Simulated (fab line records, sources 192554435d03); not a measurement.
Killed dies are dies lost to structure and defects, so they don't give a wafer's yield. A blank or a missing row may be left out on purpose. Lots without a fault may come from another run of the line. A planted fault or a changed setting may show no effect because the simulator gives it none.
Chamber matching | flow n5_finfet | N5_BEOL_M10_ETCH_62 on rie_diel-02: 4 sister chambers
The step etches SOC in N2/H2, target depth 110 nm, overetch 22 nm, time 165 s. 4 wafers are shown with their chamber, then 9 later ones without.

WAFERS WITH THEIR CHAMBER
wafer  | chamber | drypump_motor_current_A (A)
L080.1 | 3       | 6.1
L087.2 | 2       | 6.0
L087.3 | 0       | 5.6
L087.6 | 1       | 6.1

WAFERS WITHOUT THEIR CHAMBER
wafer  | drypump_motor_current_A (A)
L090.1 | 5.6
L090.2 | 6.2
L090.6 | 6.1
L088.2 | 6.1
L088.4 | 5.7
L088.6 | 5.9
L095.2 | 5.6
L095.5 | 5.9
L095.6 | 6.1

WHICH CHAMBER EACH WENT THROUGH
wafer  | from the rows above          | in truth
L090.1 | 0                            | 0
L090.2 | can't be placed: 1 or 3 or 2 | 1
L090.6 | can't be placed: 1 or 3 or 2 | 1
L088.2 | can't be placed: 1 or 3 or 2 | 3
L088.4 | 0                            | 0
L088.6 | can't be placed: 2 or 1 or 3 | 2
L095.2 | 0                            | 0
L095.5 | can't be placed: 2 or 1 or 3 | 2
L095.6 | can't be placed: 1 or 3 or 2 | 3
Placed correctly: 3 of 9. Can't be placed from these rows: 6 (the true chamber is among the candidates in 6). Placed wrongly: 0.
How it was worked out, from the rows above alone: a wafer's distance from a chamber is the root of the sum, over the readings, of the square of ((its reading less the chamber's mean) divided by the reading's scatter). The wafer belongs to the nearest chamber; if the next one is less than 2 further off, it can't be placed. A chamber's mean is the mean of its shown wafers. The scatter: with one shown wafer a chamber, the root of the mean of the squares of how far each hidden wafer lies from its nearest shown one.
